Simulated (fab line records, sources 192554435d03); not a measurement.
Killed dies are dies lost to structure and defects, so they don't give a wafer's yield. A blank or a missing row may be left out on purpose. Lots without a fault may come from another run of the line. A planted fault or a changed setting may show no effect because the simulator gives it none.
Problem report in the 8D (eight disciplines) form, filled by code | flow n5_finfet | the parts of the form that need people (team, actions taken, sign-off) are left out

1. THE PROBLEM
cd_nm at N5_BEOL_M8_CD_MEAS_11 reads a mean of 35.4 nm on 1 wafer of 1 lot; wafers without a fault read 38.3 nm with a standard deviation of 0.67. That is -4.3 standard deviations from the usual mean.
The step: target cd 38.5 nm.
First seen on wafer L796.2, day 15 13:32, on cd_sem-01. The record holds 8 wafers of 3 lots with a number at this step. Rule for "out", or "out of limits": more than 4 standard deviations from the usual mean. The other wafers with a number count as sound.

2. WHAT IT IS AND WHAT IT IS NOT
question                    | is                | is not
which readings at this step | cd_nm             | -
which lots                  | L796              | L795, L812
which wafers of those lots  | L796.2            | L796.3, L796.6
read on which gauges        | cd_sem-01         | cd_sem-03
when                        | from day 15 13:32 | up to then (4 sound wafers); but 3 sound wafers of L812 came after

3. SUSPECTS, AND WHAT RULES EACH OUT
Counting: a tool at a process step up to the reading stays a suspect if it ran every lot that is out. Sound lots after the first of them don't rule it out here, since some wafers of a struck lot are sound.
- the gauge at N5_BEOL_M8_CD_MEAS_11: ruled out. All the wafers that are out were read on cd_sem-01, but those of them that N5_BEOL_M8_CD_MEAS_35 has rows for are out there too, on other tools.
- arfi_scanner-02 at N5_BEOL_M8_EXPOSE_08 (exposes mask M8): kept. It ran the lot that is out, L796 (day 15 13:25); its last sound lot up to then is L795 (day 12 16:34).
Left after counting: arfi_scanner-02 at N5_BEOL_M8_EXPOSE_08.

4. THE CAUSE (what the simulator had put in)
Process parameter drift: arfi_scanner-02, from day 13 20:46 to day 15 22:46, at N5_BEOL_M8_EXPOSE_08. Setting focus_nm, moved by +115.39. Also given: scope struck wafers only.
Counting left only this tool.

5. THE CHAIN OF EFFECTS, in route order
Each row: a reading whose mean over the struck wafers that have a number lies more than 3 standard deviations from the usual. Only readings for which the record gives a usual standard deviation are gone through. hours: the time from each lot's start at the first step in this table that gives one to its start at this step, as a median over the lots. sigmas: the change in usual standard deviations.
hours | step                  | reading | usual   | on struck wafers | change | sigmas
0     | N5_BEOL_M8_CD_MEAS_11 | cd_nm   | 38.3 nm | 35.4             | -2.9   | -4.3
1     | N5_BEOL_M8_CD_MEAS_18 | cd_nm   | 39.8 nm | 36.9             | -2.9   | -3.3
5     | N5_BEOL_M8_CD_MEAS_35 | cd_nm   | 39.9 nm | 36.4             | -3.5   | -4.0

6. WHAT WOULD HAVE CAUGHT IT SOONER
In this record the first reading out of limits at a measuring or inspecting step was taken at day 15 13:32, 41 hours after the fault began at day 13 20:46.
Of the tool readings at N5_BEOL_M8_EXPOSE_08 for which the record gives a usual standard deviation, none was out on any struck wafer, so an alarm limit of 4 standard deviations on them would not have fired.
All the lots that are out (1) had begun N5_BEOL_M8_EXPOSE_08 on arfi_scanner-02 by day 15 13:32. A hold on the tool at that time would have spared none of them.
